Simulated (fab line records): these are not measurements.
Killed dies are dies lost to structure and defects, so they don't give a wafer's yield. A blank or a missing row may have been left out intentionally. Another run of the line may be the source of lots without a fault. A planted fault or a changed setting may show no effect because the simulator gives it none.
Which tool did it? -- flow n5-finfet -- 23 lots, 69 wafers sampled, at 6 steps of a route of 1938

== WHAT EACH GAUGE READ, for each wafer ==
Not one reading of a measure or inspect step in the record can be checked against a usual standard deviation.

== WHAT TOOL EACH LOT RAN ON (gives the tool, then ch and the chambers of the sampled wafers, and finally the start) ==
lot,N5_BEOL_M5_STRIP_36,N5_BEOL_M5_SURFACE_TREAT_87,N5_BEOL_M5_ANNEAL_84,N5_BEOL_M6_CURE_74,N5_BEOL_M6_PECVD_70,N5_BEOL_M6_ETCH_61
L074,"rie-diel-01 ch 0,1,2, day 7 18:20","pvd-sputter-01, day 7 19:40","pvd-sputter-01, day 7 22:08","uv-cure-03 ch 2, day 8 01:29","pecvd-04 ch 0,1, day 8 01:58","rie-diel-04 ch 0,2,3, day 8 04:25"
L075,"rie-diel-01 ch 0,1,3, day 7 20:35","pvd-sputter-02, day 7 23:41","pvd-sputter-02, day 8 02:16","uv-cure-03 ch 0, day 8 05:43","pecvd-01 ch 1,2, day 8 06:06","rie-diel-02 ch 0,2, day 8 07:54"
L076,"rie-diel-03 ch 1,2, day 8 00:08","pvd-sputter-03, day 8 01:37","pvd-sputter-01, day 8 05:56","uv-cure-02 ch 1, day 8 09:52","pecvd-04 ch 0,1, day 8 10:20","rie-diel-02 ch 0,3, day 8 11:34"
L077,"rie-diel-05 ch 1,2, day 8 15:16","pvd-sputter-03, day 8 16:19","pvd-sputter-03, day 8 18:47","uv-cure-02 ch 1, day 8 22:29","pecvd-01 ch 0,1,2, day 8 22:58","rie-diel-04 ch 0,3, day 9 00:31"
L078,"rie-diel-05 ch 0,1,3, day 8 21:12","pvd-sputter-03, day 8 22:49","pvd-sputter-03, day 9 01:22","uv-cure-02 ch 1, day 9 04:56","pecvd-02 ch 0,2, day 9 05:29","rie-diel-06 ch 2,3, day 9 08:21"
L079,"rie-diel-05 ch 0,1,2, day 9 01:54","pvd-sputter-01, day 9 03:23","pvd-sputter-03, day 9 05:59","uv-cure-01 ch 0, day 9 09:25","pecvd-02 ch 0,1,2, day 9 09:48","rie-diel-04 ch 0,1,2, day 9 12:23"
L080,"rie-diel-05 ch 0,2,3, day 9 07:37","pvd-sputter-01, day 9 08:49","pvd-sputter-01, day 9 11:33","uv-cure-02 ch 0, day 9 15:35","pecvd-04 ch 1,2, day 9 16:08","rie-diel-06 ch 1,2,3, day 9 17:18"
L083,"rie-diel-01 ch 0,3, day 9 19:16","pvd-sputter-01, day 9 21:15","pvd-sputter-01, day 9 23:47","uv-cure-02 ch 2, day 10 03:52","pecvd-02 ch 0,1, day 10 04:11","rie-diel-04 ch 0,2,3, day 10 06:44"
L082,"rie-diel-05 ch 0,1,3, day 9 21:46","pvd-sputter-02, day 10 01:26","pvd-sputter-02, day 10 03:55","uv-cure-03 ch 0, day 10 07:36","pecvd-02 ch 0,1, day 10 08:09","rie-diel-04 ch 0,2,3, day 10 10:18"
L084,"rie-diel-05 ch 0,2,3, day 10 01:23","pvd-sputter-01, day 10 03:04","pvd-sputter-03, day 10 05:42","uv-cure-03 ch 0, day 10 09:37","pecvd-01 ch 0,1,2, day 10 10:01","rie-diel-02 ch 0,3, day 10 12:26"
L085,"rie-diel-05 ch 0,1,3, day 10 10:13","pvd-sputter-03, day 10 12:01","pvd-sputter-01, day 10 14:30","uv-cure-01 ch 1, day 10 18:19","pecvd-04 ch 0,1,2, day 10 18:47","rie-diel-06 ch 0,2,3, day 10 21:10"
L086,"rie-diel-01 ch 0,3, day 10 21:04","pvd-sputter-02, day 10 22:22","pvd-sputter-02, day 11 00:55","uv-cure-03 ch 1, day 11 04:30","pecvd-04 ch 0,1,2, day 11 05:03","rie-diel-04 ch 1,2,3, day 11 06:11"
L087,"rie-diel-01 ch 0,3, day 11 01:14","pvd-sputter-03, day 11 04:46","pvd-sputter-01, day 11 07:14","uv-cure-01 ch 1, day 11 10:39","pecvd-01 ch 0,2, day 11 11:07","rie-diel-04 ch 0,1,2, day 11 13:38"
L090,"rie-diel-05 ch 0,1, day 11 10:58","pvd-sputter-01, day 11 12:47","pvd-sputter-01, day 11 15:16","uv-cure-03 ch 1, day 11 18:33","pecvd-04 ch 1,2, day 11 19:06","rie-diel-02 ch 1,2,3, day 11 20:22"
L088,"rie-diel-01 ch 1,2,3, day 11 11:23","pvd-sputter-03, day 11 13:07","pvd-sputter-02, day 11 15:36","uv-cure-01 ch 0, day 11 18:53","pecvd-04 ch 1,2, day 11 19:26","rie-diel-04 ch 0,2,3, day 11 20:44"
L091,"rie-diel-01 ch 0,1,3, day 11 19:41","pvd-sputter-03, day 11 20:54","pvd-sputter-01, day 11 23:22","uv-cure-03 ch 2, day 12 02:38","pecvd-04 ch 0,1,2, day 12 03:11","rie-diel-04 ch 0,1,2, day 12 04:16"
L089,"rie-diel-03 ch 0,1, day 11 20:44","pvd-sputter-02, day 11 23:04","pvd-sputter-02, day 12 01:39","uv-cure-02 ch 1, day 12 05:44","pecvd-02 ch 0,1, day 12 06:46","rie-diel-04 ch 0,1,2, day 12 08:37"
L092,"rie-diel-03 ch 0,1,3, day 12 01:40","pvd-sputter-01, day 12 03:25","pvd-sputter-03, day 12 05:53","uv-cure-02 ch 0, day 12 09:23","pecvd-01 ch 0,1,2, day 12 10:15","rie-diel-04 ch 1,2,3, day 12 11:32"
L093,"rie-diel-03 ch 0,2,3, day 12 09:13","pvd-sputter-02, day 12 10:31","pvd-sputter-03, day 12 13:08","uv-cure-03 ch 2, day 12 17:25","pecvd-04 ch 1,2, day 12 17:58","rie-diel-02 ch 1,2,3, day 12 19:44"
L094,"rie-diel-01 ch 1,2,3, day 12 13:36","pvd-sputter-01, day 12 15:10","pvd-sputter-01, day 12 17:41","uv-cure-01 ch 1, day 12 21:03","pecvd-04 ch 0,2, day 12 21:31","rie-diel-04 ch 2,3, day 12 23:47"
L095,"rie-diel-05 ch 0,1,3, day 12 21:25","pvd-sputter-01, day 12 23:52","pvd-sputter-03, day 13 02:25","uv-cure-03 ch 2, day 13 05:41","pecvd-04 ch 0,2, day 13 06:14","rie-diel-06 ch 1,2,3, day 13 06:59"
L096,"rie-diel-01 ch 1,2,3, day 13 11:50","pvd-sputter-03, day 13 13:02","pvd-sputter-01, day 13 15:37","uv-cure-01 ch 1, day 13 18:59","pecvd-04 ch 0,1, day 13 19:27","rie-diel-02 ch 2,3, day 13 21:23"
L097,"rie-diel-03 ch 0,1,3, day 14 02:03","pvd-sputter-03, day 14 03:14","pvd-sputter-02, day 14 05:42","uv-cure-01 ch 2, day 14 09:07","pecvd-01 ch 0,1,2, day 14 09:35","rie-diel-04 ch 0,1,2, day 14 10:51"
- N5_BEOL_M5_STRIP_36: strips in N2/H2.
- N5_BEOL_M5_SURFACE_TREAT_87
- N5_BEOL_M5_ANNEAL_84: time 1800 s.
- N5_BEOL_M6_CURE_74: cures SiCOH lowk, time 240 s.
- N5_BEOL_M6_PECVD_70: deposits SiO2 from TEOS/O2, target thk 20 nm, time 22.7 s.
- N5_BEOL_M6_ETCH_61: etches SiARC in CF4, target depth 45.5 nm, time 75.8 s.

== AS READ BY THE TOOLS THEMSELVES (means over the sampled wafers that have a number; for cases with no such wafer, the mark the record gives instead) ==
N5_BEOL_M5_STRIP_36. Usual: drypump-motor-current-A 5.7 A, standard deviation 0.53; oes-product-au 0.79 a.u., standard deviation 0.081; rf-vpp-V 59.1 V, standard deviation 1.5; showerhead-plenum-p-Torr 2.53 Torr, standard deviation 0.11; throttle-valve-pct 23.6 %, standard deviation 0.37.
lot,tool,drypump-motor-current-A (A),oes-product-au (a.u.),rf-vpp-V (V),showerhead-plenum-p-Torr (Torr),throttle-valve-pct (%),flag
L074,rie-diel-01,5.2,0.80,58.8,2.56,24.0,
L075,rie-diel-01,5.3,0.81,59.3,2.53,23.8,
L076,rie-diel-03,5.4,0.81,60.2,2.45,23.3,
L077,rie-diel-05,6.3,0.82,59.0,2.69,23.4,
L078,rie-diel-05,5.8,0.76,59.3,2.55,23.4,
L079,rie-diel-05,6.1,0.80,59.0,2.57,23.4,
L080,rie-diel-05,6.0,0.76,59.0,2.54,23.3,
L083,rie-diel-01,5.2,0.75,59.4,2.48,23.8,
L082,rie-diel-05,5.8,0.77,58.8,2.54,23.3,
L084,rie-diel-05,6.1,0.74,60.4,2.53,23.3,
L085,rie-diel-05,5.8,0.75,59.5,2.54,23.4,
L086,rie-diel-01,5.2,0.73,59.3,2.47,23.9,
L087,rie-diel-01,5.1,0.78,59.3,2.53,24.0,
L090,rie-diel-05,5.9,0.78,59.0,2.57,23.5,
L088,rie-diel-01,5.4,0.83,58.6,2.50,23.8,
L091,rie-diel-01,5.3,0.77,58.5,2.52,23.8,
L089,rie-diel-03,6.0,0.81,58.3,2.50,24.0,
L092,rie-diel-03,5.8,0.85,59.9,2.54,23.8,
L093,rie-diel-03,5.5,0.81,57.9,2.51,23.5,
L094,rie-diel-01,5.4,0.82,58.4,2.49,23.8,
L095,rie-diel-05,5.8,0.74,59.6,2.53,23.4,
L096,rie-diel-01,5.4,0.79,58.6,2.49,23.8,
L097,rie-diel-03,5.8,0.82,59.0,2.53,23.8,

N5_BEOL_M5_ANNEAL_84. Usual: heater-power-w 828 W, standard deviation 62; susceptor_temp_C_max 401.0, standard deviation 0.4.
lot,tool,heater-power-w (W),susceptor_temp_C_max,flag
L074,pvd-sputter-01,851,401.3,
L075,pvd-sputter-02,789,401.1,
L076,pvd-sputter-01,839,401.1,
L077,pvd-sputter-03,846,401.2,
L078,pvd-sputter-03,833,401.0,
L079,pvd-sputter-03,879,401.1,
L080,pvd-sputter-01,745,400.8,
L083,pvd-sputter-01,802,401.0,
L082,pvd-sputter-02,807,401.1,
L084,pvd-sputter-03,838,400.9,
L085,pvd-sputter-01,834,400.9,
L086,pvd-sputter-02,774,400.8,
L087,pvd-sputter-01,859,400.8,
L090,pvd-sputter-01,806,400.8,
L088,pvd-sputter-02,808,401.2,
L091,pvd-sputter-01,812,400.8,
L089,pvd-sputter-02,771,400.9,
L092,pvd-sputter-03,843,401.1,
L093,pvd-sputter-03,882,400.9,
L094,pvd-sputter-01,783,400.9,
L095,pvd-sputter-03,866,401.0,
L096,pvd-sputter-01,798,401.4,
L097,pvd-sputter-02,822,400.9,

N5_BEOL_M6_CURE_74. Usual: lamp-power-pct 52.31 %, standard deviation 0.049; wafer_temp_C_max 386.8, standard deviation 0.95.
lot,tool,lamp-power-pct (%),wafer_temp_C_max,flag
L074,uv-cure-03,52.29,389.0,
L075,uv-cure-03,52.34,387.1,
L076,uv-cure-02,52.28,386.2,
L077,uv-cure-02,52.32,386.2,
L078,uv-cure-02,52.31,386.4,
L079,uv-cure-01,52.33,385.8,
L080,uv-cure-02,52.28,386.3,
L083,uv-cure-02,52.30,386.5,
L082,uv-cure-03,52.31,386.5,
L084,uv-cure-03,52.33,386.6,
L085,uv-cure-01,52.24,385.9,
L086,uv-cure-03,52.30,387.5,
L087,uv-cure-01,52.28,386.2,
L090,uv-cure-03,52.36,387.3,
L088,uv-cure-01,52.33,386.1,
L091,uv-cure-03,52.28,388.4,
L089,uv-cure-02,52.37,385.9,
L092,uv-cure-02,52.31,386.9,
L093,uv-cure-03,52.30,387.8,
L094,uv-cure-01,52.29,386.3,
L095,uv-cure-03,52.29,388.7,
L096,uv-cure-01,52.36,385.8,
L097,uv-cure-01,52.28,387.9,

N5_BEOL_M6_PECVD_70. Usual: heater-power-w 727 W, standard deviation 86; rf-fwd-power-W 444.1 W, standard deviation 2.7; showerhead-plenum-p-Torr 8.75 Torr, standard deviation 0.057; throttle-valve-pct 22.9 %, standard deviation 1.9.
lot,tool,heater-power-w (W),rf-fwd-power-W (W),showerhead-plenum-p-Torr (Torr),throttle-valve-pct (%),flag
L074,pecvd-04,762,444.4,8.75,24.6,
L075,pecvd-01,596,442.7,8.74,23.3,
L076,pecvd-04,695,441.8,8.77,24.6,
L077,pecvd-01,699,443.8,8.77,22.6,
L078,pecvd-02,662,444.2,8.76,22.6,
L079,pecvd-02,696,444.3,8.77,22.8,
L080,pecvd-04,786,440.8,8.77,22.2,
L083,pecvd-02,778,447.9,8.79,23.2,
L082,pecvd-02,768,445.0,8.73,22.5,
L084,pecvd-01,699,444.5,8.77,22.6,
L085,pecvd-04,726,442.6,8.74,22.9,
L086,pecvd-04,776,443.3,8.73,22.9,
L087,pecvd-01,665,446.4,8.78,21.3,
L090,pecvd-04,774,441.5,8.79,24.0,
L088,pecvd-04,719,443.1,8.76,22.2,
L091,pecvd-04,776,444.5,8.73,22.9,
L089,pecvd-02,837,446.9,8.74,22.9,
L092,pecvd-01,683,443.6,8.76,22.5,
L093,pecvd-04,783,443.6,8.75,22.4,
L094,pecvd-04,674,444.9,8.70,21.4,
L095,pecvd-04,736,444.6,8.72,21.6,
L096,pecvd-04,696,440.6,8.75,24.7,
L097,pecvd-01,727,444.8,8.76,22.8,

N5_BEOL_M6_ETCH_61. Usual: drypump-motor-current-A 5.7 A, standard deviation 0.41; etch-rf-on-time-s 75.4 s, standard deviation 2; mfc-ar-sccm 100.02 sccm, standard deviation 0.29; oes-product-au 0.66 a.u., standard deviation 0.076; rf-fwd-power-W 539.1 W, standard deviation 2.2; rf-vpp-V 183.9 V, standard deviation 1.1; showerhead-plenum-p-Torr 2.13 Torr, standard deviation 0.064; throttle-valve-pct 15.75 %, standard deviation 0.22.
lot,tool,drypump-motor-current-A (A),etch-rf-on-time-s (s),mfc-ar-sccm (sccm),oes-product-au (a.u.),rf-fwd-power-W (W),rf-vpp-V (V),showerhead-plenum-p-Torr (Torr),throttle-valve-pct (%),flag
L074,rie-diel-04,6.1,76.8,99.80,0.63,538.8,183.6,2.09,15.73,
L075,rie-diel-02,5.1,76.3,99.70,0.65,542.1,184.1,2.16,15.80,
L076,rie-diel-02,5.6,74.1,99.75,0.74,539.1,185.1,2.22,15.55,
L077,rie-diel-04,5.8,76.8,99.91,0.63,537.7,183.6,2.12,15.87,
L078,rie-diel-06,5.5,75.9,100.12,0.60,539.5,183.3,2.06,16.00,
L079,rie-diel-04,6.0,76.0,100.04,0.67,540.2,183.8,2.09,15.62,
L080,rie-diel-06,5.8,76.1,100.12,0.60,538.5,184.0,2.11,16.06,
L083,rie-diel-04,6.0,77.1,100.37,0.62,538.1,183.8,2.09,15.77,
L082,rie-diel-04,6.0,76.6,99.92,0.63,538.2,183.6,2.09,15.77,
L084,rie-diel-02,5.6,74.8,99.80,0.72,537.2,184.9,2.22,15.59,
L085,rie-diel-06,5.7,74.2,100.15,0.76,537.1,184.0,2.10,15.63,
L086,rie-diel-04,5.8,75.2,100.43,0.64,539.5,183.6,2.10,15.77,
L087,rie-diel-04,6.0,75.5,99.95,0.66,540.5,183.5,2.08,15.65,
L090,rie-diel-02,5.4,75.0,99.99,0.63,538.9,184.9,2.19,15.79,
L088,rie-diel-04,6.0,77.2,100.15,0.61,539.0,183.1,2.08,15.80,
L091,rie-diel-04,6.0,74.7,100.18,0.66,539.2,183.2,2.08,15.66,
L089,rie-diel-04,6.0,76.2,100.01,0.65,538.9,183.2,2.08,15.67,
L092,rie-diel-04,5.8,76.1,100.15,0.64,537.9,184.2,2.10,15.79,
L093,rie-diel-02,5.4,75.8,100.30,0.62,540.5,184.8,2.19,15.79,
L094,rie-diel-04,6.1,76.4,99.89,0.60,539.8,183.7,2.06,15.81,
L095,rie-diel-06,5.8,73.0,100.01,0.81,539.6,184.5,2.19,15.58,
L096,rie-diel-02,5.5,74.4,100.17,0.65,538.0,184.5,2.20,15.66,
L097,rie-diel-04,6.0,76.0,99.95,0.64,540.0,183.0,2.08,15.70,

== THE ANSWER, worked out from the rows above alone ==
Rule: a lot is off if the mean of its wafers that have a number lies more than 3 standard deviations from the usual mean. A lot without any number at a reading at which 4 lots or more have one is off too. All remaining lots with rows at the step are treated as sound. The gauges are gone through in route order, then the tools' own readings, and for those a lot's mean is taken as printed above. The first step at which some lot is off is used, and at that step the reading that is off furthest; a lot without a number counts as furthest.
No lot is off on any of the readings shown, so nothing can be concluded from this.

== WHAT THE SIMULATOR HAD PUT IN ==
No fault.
